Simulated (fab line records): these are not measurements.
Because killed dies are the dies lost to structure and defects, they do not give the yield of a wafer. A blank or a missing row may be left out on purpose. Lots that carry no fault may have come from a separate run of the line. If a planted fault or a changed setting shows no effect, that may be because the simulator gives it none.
A struck lot beside a sound one || flow n5Finfet || 14 steps out of a route of 1938
Sound: wafers L611.1, L611.5, L611.6. Struck: wafers L614.1, L614.3, L614.4. The cause comes at the end.
For every step that has rows: the tool of each side, followed by ch and its chambers, followed by its first start. Under that, the readings that differ: sound wafers || struck wafers || difference of the means || sigmas: that difference in standard deviations of wafers without a fault.
alike: same words and numbers on both sides, and readings whose means sit less than 2 such deviations apart. not compared: any withheld reading, any reading some wafer has no value for, any bound like >300 that may hide the same value, and any number with overlapping values for which the record gives no deviation.
A row with sigmas, a row that says differs or no value, or rows on one side alone: a step with any of these is where the two part. When numbers do not overlap yet have no deviation, they are printed without sigmas and do not part them. A reading missing from all wafers of one side parts the sides only when that side holds two or more wafers.

N5_STI_FIN_REVEAL_ALD_14: deposits Si3N4, target thk 3 nm.
  sound on aldSin-02 ch 0,3, day 3 03:37; struck on aldSin-02 ch 0,1,2, day 3 23:45
  alike: heaterPowerW
then, 2 steps without rows for these wafers: N5_STI_FIN_REVEAL_FCVD_FILL_01 (material SiO2 flowable, target thk 312 nm, time 512.2 s); N5_STI_FIN_REVEAL_DENSIFY_02 (time 1800 s).
N5_STI_FIN_REVEAL_CMP_04: polishes, stops on Si3N4, t overpolish 4 s, target thk 131.83 nm.
  sound on cmp-02 ch 0,1,3, day 3 08:44; struck on cmp-03 ch 0,2,3, day 4 04:50
  alike: motorCurrentA, overpolishRunS, timeToEndpointS
N5_STI_FIN_REVEAL_THK_MEAS_05:
  sound: filmMetro-02 at day 3 08:57; struck: filmMetro-01 at day 4 05:05
  alike: thkNm
N5_STI_FIN_REVEAL_DENSIFY_30:
  sound on rtpAnneal-02 ch 0, day 3 09:13; struck on rtpAnneal-01 ch 0, day 4 05:07
{"reading": "lamp_zone_2_pct (%)", "sound": "11.511 11.513 11.501", "struck": "11.557 11.558 11.546", "difference": "+0.045", "sigmas": "+3"}
  alike: lampPowerPct, lamp_zone_3_pct, lamp_zone_5_pct, lamp_zone_6_pct
  not compared: wafer_temp_C_max
N5_STI_FIN_REVEAL_ETCHBACK_08: etches SiO2 in C4F6/O2, target depth 30.5 nm, time 10.167 s.
  sound on rieDiel-03 ch 1,2,3, day 3 09:26; struck on rieDiel-04 ch 1,2,3, day 4 05:20
  alike: drypumpMotorCurrentA, oes_o_777_au, oesProductAu, rfVppV, showerheadPlenumPTorr, throttleValvePct
  not compared: rfHoursCounterH
N5_STI_FIN_REVEAL_STRIP_24: strips in N2/H2, time 90 s.
  sound on rieDiel-03 ch 1,2, day 3 09:28; struck on rieDiel-04 ch 1,2,3, day 4 05:22
  alike: drypumpMotorCurrentA, oesProductAu, rfVppV, showerheadPlenumPTorr, throttleValvePct
  not compared: rfHoursCounterH
then, 4 steps without rows for these wafers: N5_STI_FIN_REVEAL_PRECLEAN_25 (cleans in SPM, time 90 s); N5_STI_FIN_REVEAL_PRECLEAN_26 (cleans in SC1, time 45 s); N5_STI_FIN_REVEAL_PRECLEAN_29 (cleans in DHF, time 30 s); N5_STI_FIN_REVEAL_SRD_12 (time 30 s).
N5_STI_FIN_REVEAL_RECESS_09: chemistry HF/NH3, target SiO2, afs cycles 11, target depth 42.5 nm, sublimation time 60 s.
  sound on vaporEtch-01 ch 0,1, day 3 09:41; struck on vaporEtch-01 ch 0,1, day 4 05:35
{"reading": "tempC (C)", "sound": "29.94 29.99 29.96", "struck": "28.36 28.63 28.52", "difference": -1.46, "sigmas": -13}
  alike: drypumpMotorCurrentA
then, 1 step without rows for these wafers: N5_STI_FIN_REVEAL_STRIP_16 (strips SiNx in H3PO4, target depth 23.8 nm).

## WHERE THEY PART
Earliest at N5_STI_FIN_REVEAL_DENSIFY_30; latest, in this record, at N5_STI_FIN_REVEAL_RECESS_09.

WHY: whatever the simulator had introduced
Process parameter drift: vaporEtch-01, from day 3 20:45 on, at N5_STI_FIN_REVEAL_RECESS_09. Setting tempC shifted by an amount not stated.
